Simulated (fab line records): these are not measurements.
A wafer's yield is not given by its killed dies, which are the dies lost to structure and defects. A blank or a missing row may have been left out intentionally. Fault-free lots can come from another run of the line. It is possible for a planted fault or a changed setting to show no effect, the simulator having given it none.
Struck lot and sound lot, side by side ; flow nand harc ; 18 out of 1302 route steps
Sound: the wafers L176.2, L176.5, L176.6. Wafers L187.2, L187.3, L187.5 were the ones struck. The cause is named last.
Per side, at each step with rows, come the tool, then ch with its chambers, and then its first start. Under that, the readings that differ: sound wafers ; struck wafers ; difference of the means ; sigmas: that difference in standard deviations of wafers without a fault.
alike: same words and numbers on both sides, and readings whose means sit less than 2 such deviations apart. not compared: any withheld reading, any reading some wafer has no value for, any bound like >300 that may hide the same value, and any number with overlapping values for which the record gives no deviation.
A row with sigmas, a row that says differs or no value, or rows on one side alone: a step with any of these is where the two part. Non-overlapping numbers with no deviation appear without sigmas and do not part them. Lack of a reading on every wafer of one side parts them only where that side has two or more wafers.

NHARC_A_CONTACT_ETCH_102: etches the open film in CF4/O2, target depth 100 nm, overetch 10 nm, time 55 s.
  sound on rie diel-06 ch 0,2,3, day 22 07:11; struck on rie diel-07 ch 2,3, day 27 00:07
reading;sound;struck;difference;sigmas
chamber pressure mTorr (mTorr);30.056 30.048 30.017;29.988 29.983 29.978;-0.057;-2
  alike: drypump motor current A, oes product au, rf vpp V, showerhead plenum p Torr, throttle valve pct
  not compared: rf hours counter h
NHARC_A_CONTACT_STRIP_55: strips in O2.
  sound: rie diel-06 ch 0,3; struck: rie diel-07 ch 2,3
  alike: chamber pressure mTorr, drypump motor current A, oes product au, rf vpp V, showerhead plenum p Torr, throttle valve pct
  not compared: rf hours counter h
then, 1 step without rows for these wafers: NHARC_A_CONTACT_STRIP_56 (strips in post etch residue remover, time 600 s).
NHARC_A_CONTACT_DEP_57: deposits aC, target thk 5300 nm.
  sound on acl dep-01 ch 0, day 22 08:23; struck on acl dep-01 ch 0, day 27 02:00
  alike: throttle valve pct
NHARC_A_CONTACT_DEP_58: deposits SiON, target thk 90 nm.
  sound on pecvd-04 ch 1,2, day 22 11:08; struck on pecvd-04 ch 0,1,2, day 27 04:46
  alike: heater power w
then, 7 steps without rows for these wafers: NHARC_A_CONTACT_DEHYDRATE_59 (time 120 s); NHARC_A_CONTACT_HMDS_60 (time 30 s); NHARC_A_CONTACT_COAT_61 (time 75 s); NHARC_A_CONTACT_COAT_62 (time 65 s); NHARC_A_CONTACT_COAT_63 (resist thk 90 nm); NHARC_A_CONTACT_SOFTBAKE_64 (time 55 s); NHARC_A_CONTACT_EBR_65.
NHARC_A_CONTACT_EXPOSE_66: exposes mask A CC 2.
  sound on arfi scanner-03 ch 0, day 22 11:35; struck on arfi scanner-01 ch 0, day 27 05:21
reading;sound;struck;difference;sigmas
exposure dose mJ cm2;58.96 58.85 59.00;67.32 67.31 67.29;+8.37;+99 or more
  alike: mask
then, 2 steps without rows for these wafers: NHARC_A_CONTACT_PEB_67 (peb time 65 s); NHARC_A_CONTACT_DEVELOP_68 (develop time 35 s).
NHARC_A_CONTACT_CD_MEAS_69: target cd 300 nm.
  sound on cd sem-02 ch 0, day 22 11:44; struck on cd sem-02 ch 0, day 27 05:29
reading;sound;struck;difference;sigmas
cd nm (nm);300.6 300.4 299.8;305.9 306.9 306.2;+6.1;+10
NHARC_A_CONTACT_OVL_MEAS_70:
  struck on overlay-01, day 27 05:34; sound on overlay-01, day 22 11:49
  alike: overlay x nm, overlay y nm
then, 1 step without rows for these wafers: NHARC_END_SORT_01.

== WHERE THEY PART ==
Last at NHARC_A_CONTACT_CD_MEAS_69 as far as this record goes, first at NHARC_A_CONTACT_ETCH_102. Later steps at which nothing parts them and some readings are alike: NHARC_A_CONTACT_OVL_MEAS_70.

WHY: whatever the simulator had introduced
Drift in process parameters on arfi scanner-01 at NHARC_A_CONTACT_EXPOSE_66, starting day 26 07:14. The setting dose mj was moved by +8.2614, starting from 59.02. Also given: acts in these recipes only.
